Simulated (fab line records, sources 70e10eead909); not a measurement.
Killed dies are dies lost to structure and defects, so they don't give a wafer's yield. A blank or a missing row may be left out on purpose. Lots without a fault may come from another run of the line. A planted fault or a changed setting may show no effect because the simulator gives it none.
Problem report in the 8D (eight disciplines) form, filled by code | flow nand_harc | the parts of the form that need people (team, actions taken, sign-off) are left out

1. THE PROBLEM
cd_nm at NHARC_P_M0_CD_MEAS_09 reads a mean of 66.7 nm on 12 wafers of 4 lots; wafers without a fault read 89.9 nm with a standard deviation of 0.57. That is -41 standard deviations from the usual mean.
The step: target cd 90 nm.
First seen on wafer L590.1, day 12 14:33, on cd_sem-02. The record holds 48 wafers of 16 lots with a number at this step. Rule for "out", or "out of limits": more than 4 standard deviations from the usual mean. The other wafers with a number count as sound.

2. WHAT IT IS AND WHAT IT IS NOT
question                    | is                              | is not
which readings at this step | cd_nm                           | -
which lots                  | L590, L593, L594, L596          | L575, L576, L578, L579, L580, L582, L583, L584, L585, L586, L587, L589
which wafers of those lots  | all that have a number          | -
read on which gauges        | cd_sem-01, cd_sem-02, cd_sem-03 | -
when                        | from day 12 14:33               | up to then (36 sound wafers)

3. SUSPECTS, AND WHAT RULES EACH OUT
Counting: a tool at a process step up to the reading stays a suspect if it ran every lot that is out and no sound lot after the first of them.
- the gauge at NHARC_P_M0_CD_MEAS_09: ruled out. The wafers that are out were read on 3 gauges (cd_sem-01, cd_sem-02, cd_sem-03).
- arfi_scanner-01 at NHARC_P_M0_EXPOSE_06 (exposes mask P M0, target cd 90 nm): kept. It ran every lot that is out, first L590 (day 12 14:25), and no sound lot after that; its last sound lot up to then is L587 (day 10 23:50). Its own readings are out on those wafers: exposure_dose_mJ_cm2.
Left after counting: arfi_scanner-01 at NHARC_P_M0_EXPOSE_06.

4. THE CAUSE (what the simulator had put in)
Process parameter drift: arfi_scanner-01, from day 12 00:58 on, at NHARC_P_M0_EXPOSE_06. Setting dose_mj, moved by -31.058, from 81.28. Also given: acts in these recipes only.
Counting left only this tool.

5. THE CHAIN OF EFFECTS, in route order
Each row: a reading whose mean over the struck wafers that have a number lies more than 3 standard deviations from the usual. Only readings for which the record gives a usual standard deviation are gone through. hours: the time from each lot's start at the first step in this table that gives one to its start at this step, as a median over the lots. sigmas: the change in usual standard deviations.
hours | step                  | reading              | usual   | on struck wafers | change | sigmas
0     | NHARC_P_M0_EXPOSE_06  | exposure_dose_mJ_cm2 | 81.19   | 55.82            | -25.37 | -99 or more
0     | NHARC_P_M0_CD_MEAS_09 | cd_nm                | 89.9 nm | 66.7             | -23.2  | -41
1     | NHARC_P_M0_CD_MEAS_16 | cd_nm                | 89.9 nm | 66.3             | -23.6  | -31
The process steps in it:
- NHARC_P_M0_EXPOSE_06: exposes mask P M0, target cd 90 nm.

6. WHAT WOULD HAVE CAUGHT IT SOONER
In this record the first reading out of limits at a measuring or inspecting step was taken at day 12 14:33, 14 hours after the fault began at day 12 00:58.
The tool's own readings at NHARC_P_M0_EXPOSE_06 were out on every struck wafer that the step has a row for (exposure_dose_mJ_cm2): an alarm limit on them would have fired on the first of those.
Of the lots that are out (4), L593, L594, L596 began NHARC_P_M0_EXPOSE_06 on arfi_scanner-01 after day 12 14:33. A hold on the tool at that time would have spared those 3.
